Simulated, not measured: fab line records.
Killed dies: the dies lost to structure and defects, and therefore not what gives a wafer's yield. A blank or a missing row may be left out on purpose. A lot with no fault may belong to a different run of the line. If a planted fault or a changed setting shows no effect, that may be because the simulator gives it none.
Which tool was responsible? -- flow n5-finfet -- 12 lots, 36 wafers sampled, at 4 steps of a route of 1938

WHAT THE GAUGES READ, wafer by wafer
N5_SDB_OVL_MEAS_12.
lot,measured,on,SDB_OVL (nm)
L075,day 3 21:27,overlay-01,0.9 0.8 1.1
L077,day 4 09:56,overlay-01,-0.3 0.6 0.4
L079,day 4 23:44,overlay-02,-1.3 -1.8 0.3
L081,day 5 17:24,overlay-01,0.1 0.2 -0.4
L083,day 6 00:58,overlay-01,0.6 0.5 -0.1
L085,day 6 10:02,overlay-02,-0.9 0.0 0.1
L087,day 6 22:22,overlay-02,0.2 0.0 1.2
L089,day 7 14:02,overlay-02,-0.7 0.0 0.2
L091,day 8 00:22,overlay-02,0.8 0.2 -0.8
L092,day 8 19:34,overlay-01,-0.3 0.7 0.2
L095,day 9 02:51,overlay-02,-0.2 0.4 0.6
L097,day 9 13:39,overlay-02,-0.9 1.2 -0.7

EACH LOT AND THE TOOL THAT RAN IT (in order: tool; ch and the chambers of the sampled wafers; start)
lot,N5_SD_EPI_P_ETCH_16,N5_SD_EPI_P_SD_RECESS_17,N5_SD_ACTIVATION_LSA_01
L075,"rie-diel-01 ch 0,1,2, day 3 10:40","rie-si-02 ch 0,1, day 3 10:44","laser-anneal-02 ch 0, day 3 14:01"
L077,"rie-diel-01 ch 0,3, day 3 23:17","rie-si-02 ch 0,1,3, day 3 23:22","laser-anneal-02 ch 0, day 4 02:39"
L079,"rie-diel-01 ch 1,2, day 4 13:06","rie-si-02 ch 2,3, day 4 13:10","laser-anneal-02 ch 0, day 4 16:26"
L081,"rie-diel-03 ch 0,2, day 5 01:51","rie-si-05 ch 0,2,3, day 5 01:55","laser-anneal-02 ch 0, day 5 05:14"
L083,"rie-diel-03 ch 0,1, day 5 12:55","rie-si-02 ch 1,2,3, day 5 12:59","laser-anneal-02 ch 0, day 5 17:05"
L085,"rie-diel-06 ch 0,3, day 5 23:03","rie-si-05 ch 0,1, day 5 23:07","laser-anneal-02 ch 0, day 6 02:34"
L087,"rie-diel-06 ch 0,1,2, day 6 11:16","rie-si-03 ch 0,3, day 6 11:20","laser-anneal-01 ch 0, day 6 14:40"
L089,"rie-diel-01 ch 1,2, day 7 02:04","rie-si-05 ch 2,3, day 7 02:08","laser-anneal-01 ch 0, day 7 05:34"
L091,"rie-diel-01 ch 1,2, day 7 13:44","rie-si-05 ch 0,2,3, day 7 13:48","laser-anneal-02 ch 0, day 7 17:08"
L092,"rie-diel-01 ch 0,2,3, day 8 06:15","rie-si-02 ch 0,1,3, day 8 06:19","laser-anneal-02 ch 0, day 8 09:44"
L095,"rie-diel-06 ch 0,2,3, day 8 13:01","rie-si-03 ch 2,3, day 8 13:05","laser-anneal-01 ch 0, day 8 17:38"
L097,"rie-diel-03 ch 1,2,3, day 9 01:48","rie-si-05 ch 0,1,3, day 9 01:52","laser-anneal-01 ch 0, day 9 05:59"
- N5_SD_EPI_P_ETCH_16: etches SiO2 in CHF3/O2, target depth 5 nm.
- N5_SD_EPI_P_SD_RECESS_17: chemistry HBr/Cl2/O2, target depth 39.1 nm, bt time 3 s.
- N5_SD_ACTIVATION_LSA_01: time 0.0008 s.

THE ANSWER, worked out from the rows above alone
Rule: usual is defined by the lots themselves. The widest of any qualifying gaps counts: lots, ordered by their means at a reading, are off when they make up no more than a third of the lots, leave a main group of 4 or more, and stand apart from it by 3 or more times the standard deviation of that group's means. A main group is skipped when, at the precision printed for the reading in the tables above, its means are all equal. Also off: a lot with no number at a reading for which 4 or more lots have one. Where the step has rows for the other lots, those lots are counted as sound.
Across all readings shown, no lot is off: no conclusion can be drawn from this.

WHAT THE SIMULATOR HAD PUT IN
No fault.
